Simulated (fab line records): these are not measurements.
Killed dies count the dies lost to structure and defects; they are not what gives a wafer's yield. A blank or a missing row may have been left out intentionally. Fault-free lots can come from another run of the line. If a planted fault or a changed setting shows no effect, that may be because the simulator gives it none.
fab line records    flow nand-harc
[record] lots = 24  wafers = 72  last-day = 33
route steps=1302 shown A_CONTACT@1001
lots that met no fault: taken from a fault-free run of the same line
start-h: hours from the record's first day to the start of the lot's first wafer shown    wait-h: hours elapsed since this lot's preceding step    " as in the row above    L1.1+2: one row covering several wafers at once    - no value, or no start given    * or withheld: withheld    < > ~ a bound
route shown NAME@n: names a module that has steps shown in the file, with the first one's number in the route    usual: average and standard deviation across the fault-free wafers    same: alike in all rows    chamber/n: place in a boat    sites: the reading at each site    _std_site: standard deviation of those values    _edge_site: outer sites' mean less inner sites'    radius-mm: for every site, how far away it sits from the centre of the wafer    mask NAME#n: copy n    behind: the last tool/chamber to shape the wafer    hold: why the lot was held/for how many hours/how that ended    device: whichever transistor did not switch (one of n, p or np)    end of line: the same wafers' tests at the end of the route    a step with no rows: only its recipe    killed: count of dies lost to structure and defects at first sort (not the wafer's yield)    map: shows each die of a wafer: x if killed, . if not, _ if none is there
set.NAME: the setting the step ran with; set.NAME@STEP: the setting that earlier step ran with    model.NAME: the simulator's own value behind a step, which no gauge read
steps of the route over a sample of lots; a table a step, a row a wafer
services: the hour from which a tool's chamber was out of use, counted from the record's first day as start-h (under 0 if before that day), plus the number of hours and why
[[steps]]
[step NHARC_A_CONTACT_ETCH_48]
[recipe] target-depth-a = 390  over-etch-frac = 0.3  time-s = 65  ion-energy-ev = 80  cf4-flow-sccm = 150  ar-flow-sccm = 0  rf-w = 300  bias-w = 100  chemistry = CF4
[usual] bias-w = 100.0/0.34  drypump-motor-current-A = 5.4/0.52  oes-product-au = 1.006/0.011  rf-vpp-V = 151.0/1.3  showerhead-plenum-p-Torr = 1.75/0.071  throttle-valve-pct = 13.285/0.0092
lot.wafer  tool         chamber  start-h  wait-h  bias-w  drypump-motor-current-A  oes-product-au  rf-hours-counter-h  rf-vpp-V  showerhead-plenum-p-Torr  throttle-valve-pct
L074.4     rie-diel-07  3        508.60   0.1     99.6    5.1                      0.989           1                   151.4     1.75                      13.288
L074.5     "            1        "        "       99.9    5.8                      0.996           -                   150.0     1.64                      13.282
L074.6     "            2        "        "       99.7    5.3                      1.021           -                   152.1     1.77                      13.291
L075.3     rie-diel-13  2        508.94   0.1     100.2   5.1                      1.014           59                  149.6     1.66                      13.297
L075.4     "            1        "        "       99.5    5.7                      1.004           58                  151.2     1.74                      13.287
L075.5     "            2        "        "       100.4   5.1                      1.008           -                   149.4     1.66                      13.284
L077.1     rie-diel-07  2        512.95   0.1     99.9    5.4                      1.022           3                   151.4     1.77                      13.270
L077.4     "            0        "        "       100.0   4.8                      1.001           2                   151.1     1.84                      13.288
L077.5     "            2        "        "       99.9    5.4                      1.021           -                   151.3     1.77                      13.281
L076.4     rie-diel-07  1        522.18   0.1     99.9    5.7                      1.014           4                   148.4     1.64                      13.276
L076.3     "            2        "        "       100.0   5.4                      1.024           5                   152.1     1.77                      13.286
L076.5     "            1        "        "       100.1   5.8                      1.005           -                   149.1     1.64                      13.286
L078.4     rie-diel-07  1        526.41   0.1     100.0   5.8                      1.013           5                   148.3     1.64                      13.289
L078.2     "            2        "        "       100.2   5.3                      1.012           6                   151.9     1.77                      13.319
L078.3     "            0        "        "       99.3    4.8                      0.995           5                   152.3     1.84                      13.273
L079.1     rie-diel-04  1        527.01   0.2     99.8    4.8                      0.986           57                  151.5     1.74                      13.253
L079.4     "            3        "        "       100.0   6.0                      0.997           55                  150.8     1.73                      13.287
L079.5     "            2        "        "       100.1   6.2                      1.003           -                   152.5     1.86                      13.278
L081.3     rie-diel-07  0        555.72   0.1     100.1   4.8                      0.992           12                  151.6     1.84                      13.296
L081.2     "            2        "        "       100.1   5.4                      1.012           12                  151.3     1.76                      13.303
L081.6     "            1        "        "       100.1   5.8                      1.020           -                   149.7     1.64                      13.277
L080.3     rie-diel-07  1        556.06   0.2     99.9    5.7                      1.016           11                  148.7     1.64                      13.264
L080.1     "            2        "        "       100.0   5.3                      1.024           12                  151.6     1.76                      13.272
L080.6     "            1        "        "       99.4    5.8                      1.033           -                   149.6     1.64                      13.281
L082.2     rie-diel-13  2        569.95   0.1     100.4   5.0                      1.025           13                  150.1     1.66                      13.266
L082.1     "            3        "        "       99.8    6.6                      0.990           12                  148.9     1.75                      13.287
L082.5     "            0        "        "       99.7    5.9                      1.022           -                   150.0     1.67                      13.289
L083.1     rie-diel-13  2        570.46   0.1     100.1   5.1                      1.023           13                  149.2     1.66                      13.279
L083.2     "            0        "        "       100.4   5.8                      1.008           14                  151.5     1.67                      13.278
L083.6     "            2        "        "       100.2   5.1                      1.009           -                   150.1     1.66                      13.287
L084.4     rie-diel-13  0        589.33   0.2     100.5   5.9                      1.009           21                  149.8     1.67                      13.289
L084.3     "            1        "        "       99.9    5.7                      1.005           21                  151.2     1.74                      13.298
L084.5     "            3        "        "       100.1   6.6                      0.993           -                   152.2     1.75                      13.271
L085.1     rie-diel-07  1        596.48   0.1     99.9    5.8                      1.020           17                  150.3     1.64                      13.297
L085.4     "            2        "        "       99.8    5.4                      1.032           17                  151.7     1.76                      13.297
L085.6     "            0        "        "       99.9    4.8                      1.005           -                   153.6     1.83                      13.282
L086.1     rie-diel-07  2        598.78   0.1     100.4   5.4                      1.026           18                  152.5     1.76                      13.288
L086.2     "            3        "        "       99.6    5.1                      0.996           19                  151.4     1.75                      13.294
L086.5     "            2        "        "       100.3   5.4                      1.023           -                   150.7     1.76                      13.281
L089.1     rie-diel-07  1        624.17   0.1     99.5    5.8                      1.009           23                  147.8     1.64                      13.286
L089.4     "            3        "        "       100.2   5.1                      0.991           24                  151.3     1.75                      13.271
L089.5     "            1        "        "       99.3    5.8                      1.001           -                   148.3     1.64                      13.298
L088.2     rie-diel-04  0        625.04   0.5     99.2    4.8                      1.006           30                  152.6     1.82                      13.282
L088.4     "            2        "        "       100.0   6.2                      1.001           24                  152.3     1.85                      13.287
L088.6     "            3        "        "       100.7   5.9                      1.001           -                   151.0     1.73                      13.273
L087.3     rie-diel-07  2        628.81   0.1     99.8    5.4                      1.019           25                  151.1     1.76                      13.276
L087.4     "            1        "        "       100.6   5.7                      1.014           25                  149.5     1.64                      13.275
L087.5     "            2        "        "       99.7    5.4                      1.014           -                   150.5     1.76                      13.284
L092.4     rie-diel-04  3        654.03   0.4     100.5   5.9                      0.992           38                  150.7     1.72                      13.280
L092.1     "            0        "        "       100.3   4.9                      0.994           42                  152.3     1.82                      13.278
L092.6     "            2        "        "       100.0   6.2                      1.001           -                   152.5     1.85                      13.275
L091.4     rie-diel-13  3        656.82   0.1     99.7    6.6                      1.009           44                  149.4     1.74                      13.278
L091.2     "            1        "        "       99.7    5.7                      1.005           40                  151.6     1.73                      13.280
L091.6     "            3        "        "       100.3   6.6                      0.998           -                   151.7     1.74                      13.276
L090.1     rie-diel-07  2        657.50   0.1     100.6   5.4                      1.012           0                   151.9     1.76                      13.286
L090.4     "            2        "        "       100.4   5.4                      1.008           -                   152.4     1.76                      13.288
L090.5     "            3        "        "       100.2   5.0                      1.011           -                   151.7     1.74                      13.261
L093.1     rie-diel-07  3        683.48   0.1     100.4   5.1                      1.004           4                   150.8     1.74                      13.281
L093.4     "            1        "        "       99.7    5.7                      0.984           4                   153.6     1.91                      13.307
L093.2     "            2        "        "       99.2    5.4                      1.002           5                   150.4     1.76                      13.289
L094.1     rie-diel-07  0        691.33   0.1     99.9    4.8                      1.000           4                   151.5     1.83                      13.290
L094.2     "            1        "        "       99.8    5.7                      0.997           5                   153.5     1.91                      13.288
L094.5     "            3        "        "       100.1   5.1                      1.010           -                   151.8     1.74                      13.282
L095.2     rie-diel-07  0        710.22   0.2     100.5   4.8                      1.014           7                   152.9     1.83                      13.296
L095.3     "            1        "        "       99.6    5.8                      1.001           8                   154.2     1.91                      13.279
L095.4     "            2        "        "       99.9    5.4                      1.013           9                   149.4     1.76                      13.295
L096.2     rie-diel-13  0        710.31   0.2     100.6   5.9                      0.985           0                   149.8     1.66                      13.289
L096.3     "            3        "        "       100.2   6.6                      1.027           0                   150.4     1.74                      13.288
L096.5     "            0        "        "       100.5   5.9                      0.987           -                   149.9     1.66                      13.300
L097.2     rie-diel-04  1        724.05   0.1     99.9    4.8                      1.016           4                   151.2     1.72                      13.288
L097.1     "            2        "        "       100.6   6.3                      0.991           2                   151.3     1.84                      13.294
L097.3     "            3        "        "       99.8    6.0                      1.019           2                   152.7     1.72                      13.289
[step NHARC_A_CONTACT_ETCH_51]
[recipe] target-depth-a = 70000  over-etch-frac = 0.3  time-s = 1820  ion-energy-ev = 150  o2-flow-sccm = 400  cos-flow-sccm = 20  ar-flow-sccm = 0  rf-w = 500  bias-w = 300  chemistry = O2/COS
[usual] bias-w = 300.0/0.93  drypump-motor-current-A = 5.4/0.51  oes-product-au = 1.006/0.011  rf-vpp-V = 313.6/1.8  showerhead-plenum-p-Torr = 3.09/0.12  throttle-valve-pct = 28.330/0.0098
lot.wafer  tool         chamber  start-h  wait-h  bias-w  drypump-motor-current-A  oes-product-au  rf-hours-counter-h  rf-vpp-V  showerhead-plenum-p-Torr  throttle-valve-pct
L075.4     rie-diel-13  0        -        -       299.1   5.9                      1.009           58                  311.6     2.96                      28.350
L075.3     "            2        "        "       299.8   5.1                      1.012           60                  312.3     2.94                      28.319
L075.5     "            0        "        "       298.6   5.9                      1.012           -                   310.7     2.96                      28.324
L074.4     rie-diel-07  1        -        -       300.2   5.8                      1.013           2                   311.8     2.89                      28.332
L074.5     "            2        "        "       299.9   5.4                      1.021           -                   314.3     3.12                      28.351
L074.6     "            3        "        "       298.9   5.1                      1.002           -                   312.3     3.09                      28.314
L077.4     rie-diel-07  3        -        -       299.7   5.1                      0.983           3                   313.1     3.09                      28.336
L077.1     "            1        "        "       298.5   5.7                      1.002           2                   310.5     2.89                      28.337
L077.5     "            0        "        "       300.2   4.8                      1.006           -                   315.1     3.25                      28.323
L076.4     rie-diel-07  0        -        -       301.2   4.8                      1.003           4                   316.5     3.25                      28.341
L076.3     "            1        "        "       300.2   5.8                      1.001           4                   311.3     2.89                      28.335
L076.5     "            0        "        "       300.2   4.8                      1.008           -                   315.7     3.25                      28.322
L078.4     rie-diel-07  3        -        -       300.7   5.1                      0.995           7                   313.7     3.09                      28.331
L078.2     "            1        "        "       299.6   5.8                      1.012           5                   310.0     2.89                      28.344
L078.3     "            2        "        "       301.5   5.4                      1.017           6                   313.7     3.12                      28.345
L079.4     rie-diel-04  1        -        -       297.9   4.8                      0.999           58                  314.5     3.06                      28.338
L079.1     "            3        "        "       300.4   6.0                      0.983           55                  313.3     3.06                      28.311
L079.5     "            1        "        "       296.4   4.8                      0.989           -                   314.6     3.06                      28.349
L081.2     rie-diel-07  2        -        -       301.3   5.4                      1.030           13                  314.1     3.11                      28.340
L081.3     "            3        "        "       300.0   5.1                      1.004           14                  313.7     3.09                      28.319
L081.6     "            0        "        "       299.0   4.8                      1.004           -                   315.9     3.24                      28.327
L080.1     rie-diel-07  1        -        -       299.8   5.8                      1.021           12                  311.7     2.89                      28.338
L080.3     "            3        "        "       299.7   5.1                      1.005           14                  314.6     3.09                      28.331
L080.6     "            1        "        "       299.8   5.8                      1.032           -                   310.8     2.89                      28.320
L082.2     rie-diel-13  2        -        -       301.2   5.0                      1.012           13                  311.0     2.93                      28.324
L082.1     "            3        "        "       301.1   6.6                      0.986           13                  314.1     3.09                      28.327
L082.5     "            1        "        "       300.5   5.8                      0.995           -                   313.0     3.07                      28.337
L083.1     rie-diel-13  0        -        -       301.0   5.9                      1.013           15                  312.6     2.95                      28.338
L083.2     "            3        "        "       301.3   6.6                      0.993           14                  313.3     3.09                      28.335
L083.6     "            0        "        "       300.9   5.9                      1.012           -                   311.9     2.95                      28.336
L084.4     rie-diel-13  0        -        -       301.0   5.9                      1.002           21                  312.3     2.95                      28.327
L084.3     "            1        "        "       299.9   5.7                      1.010           22                  313.0     3.07                      28.321
L084.5     "            2        "        "       299.1   5.1                      1.025           -                   309.8     2.92                      28.332
L085.4     rie-diel-07  0        -        -       300.1   4.8                      0.998           18                  315.5     3.24                      28.317
L085.1     "            1        "        "       299.3   5.8                      1.019           17                  310.9     2.89                      28.346
L085.6     "            3        "        "       299.5   5.1                      0.999           -                   313.1     3.08                      28.338
L086.2     rie-diel-07  1        -        -       300.4   5.8                      1.026           18                  310.1     2.88                      28.311
L086.1     "            0        "        "       301.2   4.8                      0.995           19                  316.3     3.24                      28.341
L086.5     "            2        "        "       300.8   5.4                      1.030           -                   313.6     3.11                      28.335
L089.1     rie-diel-07  1        -        -       300.3   5.7                      1.008           24                  310.5     2.88                      28.317
L089.4     "            0        "        "       300.0   4.8                      1.006           23                  314.8     3.24                      28.316
L089.5     "            2        "        "       300.7   5.4                      1.010           -                   312.7     3.11                      28.338
L088.4     rie-diel-04  2        -        -       300.9   6.3                      0.997           24                  316.3     3.27                      28.334
L088.2     "            3        "        "       301.2   6.0                      0.989           28                  312.5     3.04                      28.309
L088.6     "            2        "        "       300.2   6.3                      0.999           -                   314.7     3.27                      28.324
L087.4     rie-diel-07  1        -        -       299.6   5.8                      1.014           25                  309.0     2.88                      28.329
L087.3     "            2        "        "       299.8   5.4                      1.025           26                  313.2     3.11                      28.329
L087.5     "            2        "        "       300.6   5.3                      1.024           -                   313.9     3.11                      28.329
L092.4     rie-diel-04  2        -        -       300.8   6.3                      0.997           37                  315.4     3.26                      28.336
L092.1     "            3        "        "       301.0   5.9                      0.999           39                  311.9     3.04                      28.326
L092.6     "            2        "        "       300.2   6.3                      1.000           -                   316.0     3.26                      28.345
L091.4     rie-diel-13  1        -        -       301.2   5.7                      1.002           41                  314.4     3.06                      28.316
L091.2     "            0        "        "       299.4   5.9                      1.009           41                  311.4     2.94                      28.341
L091.6     "            1        "        "       301.6   5.7                      1.005           -                   314.0     3.06                      28.326
L090.1     rie-diel-07  1        -        -       300.4   5.8                      1.001           1                   317.5     3.37                      28.333
L090.4     "            2        "        "       297.7   5.4                      1.014           -                   315.4     3.10                      28.324
L090.5     "            1        "        "       299.9   5.8                      0.999           -                   317.0     3.37                      28.330
L093.2     rie-diel-07  3        -        -       299.4   5.1                      1.013           5                   313.1     3.08                      28.322
L093.4     "            0        "        "       299.2   4.8                      0.987           3                   314.9     3.23                      28.333
L093.1     "            1        "        "       300.1   5.8                      1.001           4                   317.5     3.37                      28.337
L094.2     rie-diel-07  3        -        -       300.3   5.0                      1.006           6                   315.0     3.08                      28.332
L094.1     "            0        "        "       298.7   4.8                      0.988           4                   315.9     3.23                      28.339
L094.5     "            2        "        "       300.8   5.3                      1.011           -                   313.9     3.10                      28.332
L096.3     rie-diel-13  1        -        -       299.2   5.7                      1.004           1                   313.9     3.05                      28.341
L096.2     "            2        "        "       298.2   5.1                      1.015           1                   311.7     2.91                      28.336
L096.5     "            0        "        "       299.8   5.9                      0.993           -                   311.9     2.93                      28.316
L095.4     rie-diel-07  2        -        -       300.1   5.4                      1.016           10                  312.4     3.10                      28.324
L095.3     "            0        "        "       299.5   4.8                      1.001           7                   316.0     3.23                      28.332
L095.2     "            1        "        "       298.7   5.8                      1.004           9                   318.2     3.37                      28.336
L097.2     rie-diel-04  2        -        -       299.8   6.3                      0.992           2                   315.3     3.26                      28.336
L097.1     "            3        "        "       298.9   5.9                      1.014           2                   314.0     3.03                      28.335
L097.3     "            0        "        "       300.0   4.9                      0.990           4                   315.1     3.20                      28.329
[step NHARC_A_CONTACT_ETCH_116]
[recipe] source-w = withheld  pressure-mtorr = 20  bias-v = 3000  time-s = 190  target-depth-a = 18500  ar-flow-sccm = withheld  c4f8-flow-sccm = withheld  o2-flow-sccm = withheld  chemistry = C4F8/O2/Ar
lot.wafer  tool             chamber  start-h  wait-h  rf-hours-counter-h
L074.4     har-cap-etch-03  0        511.26   0.1     -
L074.6     "                0        "        "       -
L074.5     "                1        "        "       -
L075.3     har-cap-etch-02  1        511.61   0.1     -
L075.4     "                0        "        "       -
L075.5     "                0        "        "       -
L077.1     har-cap-etch-01  0        515.60   0.1     1
L077.4     "                1        "        "       -
L077.5     "                1        "        "       -
L076.3     har-cap-etch-01  1        524.86   0.1     -
L076.4     "                0        "        "       -
L076.5     "                0        "        "       -
L078.2     har-cap-etch-03  0        529.14   0.1     46
L078.4     "                0        "        "       -
L078.3     "                1        "        "       -
L079.1     har-cap-etch-02  0        529.68   0.1     84
L079.4     "                1        "        "       -
L079.5     "                1        "        "       -
L081.2     har-cap-etch-01  0        558.53   0.1     11
L081.3     "                0        "        "       -
L081.6     "                0        "        "       -
L080.1     har-cap-etch-03  1        559.42   0.1     52
L080.3     "                1        "        "       -
L080.6     "                1        "        "       -
L082.1     har-cap-etch-03  1        572.60   0.1     55
L082.2     "                0        "        "       55
L082.5     "                0        "        "       -
L083.1     har-cap-etch-02  1        573.81   0.1     93
L083.2     "                0        "        "       93
L083.6     "                0        "        "       -
L084.3     har-cap-etch-02  0        592.01   0.1     -
L084.4     "                1        "        "       -
L084.5     "                0        "        "       -
L085.1     har-cap-etch-03  0        599.09   0.1     60
L085.4     "                0        "        "       -
L085.6     "                1        "        "       -
L086.1     har-cap-etch-01  0        601.38   0.1     20
L086.2     "                1        "        "       20
L086.5     "                0        "        "       -
L089.1     har-cap-etch-02  1        626.82   0.1     102
L089.4     "                0        "        "       -
L089.5     "                1        "        "       -
L088.2     har-cap-etch-03  1        627.67   0.1     65
L088.4     "                0        "        "       -
L088.6     "                1        "        "       -
L087.3     har-cap-etch-01  0        631.47   0.1     -
L087.4     "                1        "        "       -
L087.5     "                0        "        "       -
L092.1     har-cap-etch-02  0        656.89   0.1     108
L092.4     "                0        "        "       -
L092.6     "                0        "        "       -
L091.2     har-cap-etch-03  1        659.75   0.2     70
L091.4     "                0        "        "       -
L091.6     "                1        "        "       -
L090.1     har-cap-etch-01  0        660.48   0.1     30
L090.4     "                1        "        "       -
L090.5     "                0        "        "       -
L093.1     har-cap-etch-02  0        686.09   0.1     113
L093.2     "                1        "        "       113
L093.4     "                0        "        "       -
L094.2     har-cap-etch-01  1        693.93   0.1     36
L094.1     "                0        "        "       36
L094.5     "                0        "        "       -
L096.2     har-cap-etch-01  0        712.93   0.1     39
L096.3     "                0        "        "       -
L096.5     "                0        "        "       -
L095.2     har-cap-etch-02  1        713.12   0.1     117
L095.4     "                0        "        "       -
L095.3     "                1        "        "       -
L097.1     har-cap-etch-02  1        726.66   0.1     119
L097.2     "                0        "        "       119
L097.3     "                0        "        "       -
[step NHARC_A_CONTACT_DEP_58]
[recipe] target-thk-a = 900  target-thk-nm = 90  temp-c = 400  pressure-torr = 3.5  flow-sccm = 200  rf-w = 350  material = SiON
[usual] heater-power-outer-w = 456/79  heater-power-w = 757/110
lot.wafer  tool      chamber  start-h  wait-h  heater-power-outer-w  heater-power-w
L074.6     pecvd-02  2        519.08   0.1     522                   786
L074.5     "         0        "        "       472                   769
L074.4     "         1        "        "       519                   825
L075.3     pecvd-03  1        519.22   1.7     316                   567
L075.5     "         1        "        "       314                   589
L075.4     "         2        "        "       389                   676
L077.1     pecvd-02  1        525.92   2.7     501                   856
L077.5     "         1        "        "       515                   857
L077.4     "         2        "        "       544                   788
L076.3     pecvd-03  1        535.44   1.7     375                   642
L076.5     "         0        "        "       469                   768
L076.4     "         2        "        "       463                   731
L078.3     pecvd-02  1        536.25   1.6     493                   796
L078.2     "         2        "        "       488                   760
L078.4     "         0        "        "       449                   754
L079.1     pecvd-01  2        538.70   2.8     619                   977
L079.4     "         1        "        "       451                   775
L079.5     "         2        "        "       625                   1010
L081.2     pecvd-03  1        565.95   2.2     366                   657
L081.3     "         0        "        "       456                   753
L081.6     "         1        "        "       369                   655
L080.3     pecvd-03  0        569.13   1.6     402                   688
L080.1     "         1        "        "       296                   557
L080.6     "         1        "        "       300                   569
L082.1     pecvd-02  2        579.87   2.7     470                   741
L082.2     "         1        "        "       529                   841
L082.5     "         2        "        "       482                   741
L083.1     pecvd-02  2        580.38   2.7     460                   734
L083.2     "         1        "        "       515                   845
L083.6     "         2        "        "       486                   739
L084.3     pecvd-03  1        600.74   1.9     341                   643
L084.5     "         2        "        "       428                   730
L084.4     "         0        "        "       436                   718
L085.1     pecvd-01  1        606.26   2.8     401                   727
L085.4     "         0        "        "       461                   735
L085.6     "         1        "        "       401                   708
L086.1     pecvd-01  0        608.52   2.7     430                   684
L086.2     "         1        "        "       512                   842
L086.5     "         1        "        "       495                   830
L089.1     pecvd-03  2        633.54   2.7     514                   853
L089.4     "         2        "        "       527                   856
L089.5     "         0        "        "       439                   738
L088.2     pecvd-03  2        634.30   2.2     501                   847
L088.6     "         2        "        "       495                   836
L088.4     "         0        "        "       433                   741
L087.3     pecvd-03  2        638.07   1.7     427                   744
L087.4     "         1        "        "       284                   564
L087.5     "         2        "        "       441                   747
L092.1     pecvd-03  2        663.54   2.7     523                   846
L092.6     "         2        "        "       518                   893
L092.4     "         1        "        "       374                   651
L091.2     pecvd-01  0        667.03   2.2     492                   742
L091.4     "         1        "        "       490                   835
L091.6     "         2        "        "       605                   982
L090.1     pecvd-03  2        667.05   2.7     483                   807
L090.5     "         2        "        "       476                   801
L090.4     "         0        "        "       402                   692
L093.2     pecvd-02  0        693.62   2.2     368                   603
L093.1     "         2        "        "       497                   756
L093.4     "         2        "        "       496                   778
L094.2     pecvd-01  2        700.47   2.1     649                   1036
L094.1     "         0        "        "       427                   698
L094.5     "         2        "        "       633                   1009
L096.3     pecvd-02  1        720.61   1.7     461                   749
L096.2     "         2        "        "       521                   819
L096.5     "         2        "        "       523                   786
L095.3     pecvd-01  0        721.89   1.6     496                   757
L095.2     "         1        "        "       429                   768
L095.4     "         1        "        "       436                   754
L097.2     pecvd-02  0        733.34   2.2     404                   682
L097.1     "         1        "        "       495                   792
L097.3     "         2        "        "       477                   753
[step NHARC_A_CONTACT_INSPECT_71]
[usual] raw-defect-count = 85/30
lot.wafer  tool               chamber  start-h  wait-h  raw-defect-count
L074.4     defect-inspect-01  -        519.84   0.0     54
L074.5     "                  -        "        "       55
L074.6     "                  -        "        "       58
L075.3     defect-inspect-01  -        520.04   0.0     90
L075.4     "                  -        "        "       105
L075.5     "                  -        "        "       114
L077.1     defect-inspect-02  -        526.76   0.0     19
L077.4     "                  -        "        "       21
L077.5     "                  -        "        "       21
L076.3     defect-inspect-02  -        536.25   0.0     112
L076.4     "                  -        "        "       125
L076.5     "                  -        "        "       117
L078.2     defect-inspect-02  -        537.07   0.0     95
L078.3     "                  -        "        "       111
L078.4     "                  -        "        "       111
L079.1     defect-inspect-02  -        539.36   0.0     122
L079.4     "                  -        "        "       111
L079.5     "                  -        "        "       99
L081.2     defect-inspect-01  -        566.67   0.0     118
L081.3     "                  -        "        "       111
L081.6     "                  -        "        "       123
L080.1     defect-inspect-01  -        569.97   0.0     112
L080.3     "                  -        "        "       117
L080.6     "                  -        "        "       115
L082.1     defect-inspect-02  -        580.81   0.0     79
L082.2     "                  -        "        "       77
L082.5     "                  -        "        "       92
L083.1     defect-inspect-02  -        581.19   0.0     112
L083.2     "                  -        "        "       147
L083.6     "                  -        "        "       114
L084.3     defect-inspect-02  -        601.53   0.0     81
L084.4     "                  -        "        "       83
L084.5     "                  -        "        "       96
L085.1     defect-inspect-01  -        607.05   0.0     100
L085.4     "                  -        "        "       97
L085.6     "                  -        "        "       80
L086.1     defect-inspect-02  -        609.21   0.0     61
L086.2     "                  -        "        "       65
L086.5     "                  -        "        "       58
L089.1     defect-inspect-02  -        634.36   0.0     76
L089.4     "                  -        "        "       87
L089.5     "                  -        "        "       81
L088.2     defect-inspect-01  -        635.12   0.0     72
L088.4     "                  -        "        "       70
L088.6     "                  -        "        "       66
L087.3     defect-inspect-02  -        638.73   0.0     106
L087.4     "                  -        "        "       92
L087.5     "                  -        "        "       94
L092.1     defect-inspect-02  -        664.40   0.0     70
L092.4     "                  -        "        "       62
L092.6     "                  -        "        "       73
L091.2     defect-inspect-02  -        667.69   0.0     104
L091.4     "                  -        "        "       109
L091.6     "                  -        "        "       90
L090.1     defect-inspect-01  -        667.90   0.0     114
L090.4     "                  -        "        "       125
L090.5     "                  -        "        "       95
L093.1     defect-inspect-01  -        694.33   0.0     65
L093.2     "                  -        "        "       72
L093.4     "                  -        "        "       66
L094.1     defect-inspect-01  -        701.32   0.0     80
L094.2     "                  -        "        "       75
L094.5     "                  -        "        "       77
L096.2     defect-inspect-02  -        721.30   0.0     54
L096.3     "                  -        "        "       51
L096.5     "                  -        "        "       64
L095.2     defect-inspect-01  -        722.74   0.0     18
L095.3     "                  -        "        "       22
L095.4     "                  -        "        "       19
L097.1     defect-inspect-02  -        734.06   0.0     91
L097.2     "                  -        "        "       78
L097.3     "                  -        "        "       77
[step NHARC_A_CONTACT_ETCH_130]
[recipe] source-w = withheld  pressure-mtorr = 20  bias-v = 3000  time-s = 197  target-depth-a = 19180  ar-flow-sccm = withheld  c4f8-flow-sccm = withheld  o2-flow-sccm = withheld  chemistry = C4F8/O2/Ar
lot.wafer  tool             chamber  start-h  wait-h  rf-hours-counter-h
L074.4     har-cap-etch-03  1        522.61   0.1     -
L074.5     "                0        "        "       -
L074.6     "                1        "        "       -
L075.3     har-cap-etch-02  0        522.79   0.1     -
L075.4     "                1        "        "       -
L075.5     "                1        "        "       -
L077.1     har-cap-etch-01  1        530.29   0.1     6
L077.4     "                1        "        "       -
L077.5     "                1        "        "       -
L076.3     har-cap-etch-02  1        539.00   0.1     -
L076.4     "                0        "        "       -
L076.5     "                1        "        "       -
L078.2     har-cap-etch-03  1        540.14   0.2     49
L078.3     "                0        "        "       -
L078.4     "                1        "        "       -
L079.1     har-cap-etch-02  1        542.39   0.2     88
L079.4     "                1        "        "       -
L079.5     "                0        "        "       -
L081.2     har-cap-etch-02  1        569.37   0.1     91
L081.3     "                0        "        "       -
L081.6     "                1        "        "       -
L080.1     har-cap-etch-01  1        572.71   0.1     14
L080.3     "                1        "        "       -
L080.6     "                1        "        "       -
L082.1     har-cap-etch-02  0        583.56   0.1     95
L082.2     "                1        "        "       95
L082.5     "                1        "        "       -
L083.2     har-cap-etch-01  1        584.02   0.1     17
L083.1     "                0        "        "       17
L083.6     "                1        "        "       -
L084.4     har-cap-etch-02  0        604.41   0.1     -
L084.3     "                1        "        "       -
L084.5     "                0        "        "       -
L085.1     har-cap-etch-03  1        609.76   0.1     62
L085.4     "                1        "        "       -
L085.6     "                1        "        "       -
L086.2     har-cap-etch-01  0        611.89   0.1     22
L086.1     "                1        "        "       22
L086.5     "                1        "        "       -
L089.1     har-cap-etch-02  0        637.29   0.1     105
L089.4     "                1        "        "       -
L089.5     "                1        "        "       -
L088.2     har-cap-etch-03  1        638.21   0.2     67
L088.4     "                0        "        "       -
L088.6     "                0        "        "       -
L087.4     har-cap-etch-01  0        641.48   0.1     -
L087.3     "                1        "        "       -
L087.5     "                0        "        "       -
L092.1     har-cap-etch-02  1        667.12   0.1     110
L092.4     "                0        "        "       -
L092.6     "                1        "        "       -
L090.1     har-cap-etch-01  1        670.62   0.1     33
L090.4     "                1        "        "       -
L090.5     "                0        "        "       -
L091.2     har-cap-etch-03  0        670.73   0.2     73
L091.4     "                0        "        "       -
L091.6     "                1        "        "       -
L093.1     har-cap-etch-03  1        697.01   0.1     76
L093.2     "                0        "        "       76
L093.4     "                0        "        "       -
L094.1     har-cap-etch-02  1        704.00   0.1     115
L094.2     "                0        "        "       115
L094.5     "                1        "        "       -
L096.2     har-cap-etch-03  0        724.01   0.1     79
L096.3     "                0        "        "       -
L096.5     "                0        "        "       -
L095.2     har-cap-etch-01  0        725.43   0.1     42
L095.3     "                0        "        "       -
L095.4     "                1        "        "       -
L097.1     har-cap-etch-03  0        736.75   0.1     82
L097.2     "                1        "        "       82
L097.3     "                1        "        "       -
[[services]]
tool             chamber  start-h  hours  kind
pecvd-01         -        492.34   13.0   pm
har-cap-etch-01  -        497.00   17.0   pm
rie-diel-07      0        504.80   -      clean
rie-diel-07      1        504.80   -      clean
rie-diel-07      2        504.80   -      clean
rie-diel-07      3        504.80   -      clean
pecvd-03         -        516.57   1.5    repair
rie-diel-13      -        521.84   9.0    pm
rie-diel-07      0        529.33   -      clean
rie-diel-07      1        529.33   -      clean
rie-diel-07      2        529.33   -      clean
rie-diel-07      3        529.33   -      clean
rie-diel-04      -        531.98   9.0    pm
pecvd-03         -        549.41   13.0   pm
rie-diel-07      0        553.83   -      clean
pecvd-02         0        569.85   11.1   repair
pecvd-02         -        589.03   13.0   pm
rie-diel-07      2        620.37   1.4    repair
rie-diel-07      -        648.30   9.0    pm
rie-diel-04      -        666.79   1.2    repair
pecvd-01         -        673.34   13.0   pm
rie-diel-13      -        701.05   9.0    pm
rie-diel-04      -        708.98   9.0    pm
pecvd-03         -        730.41   13.0   pm
[[key]]
fault none
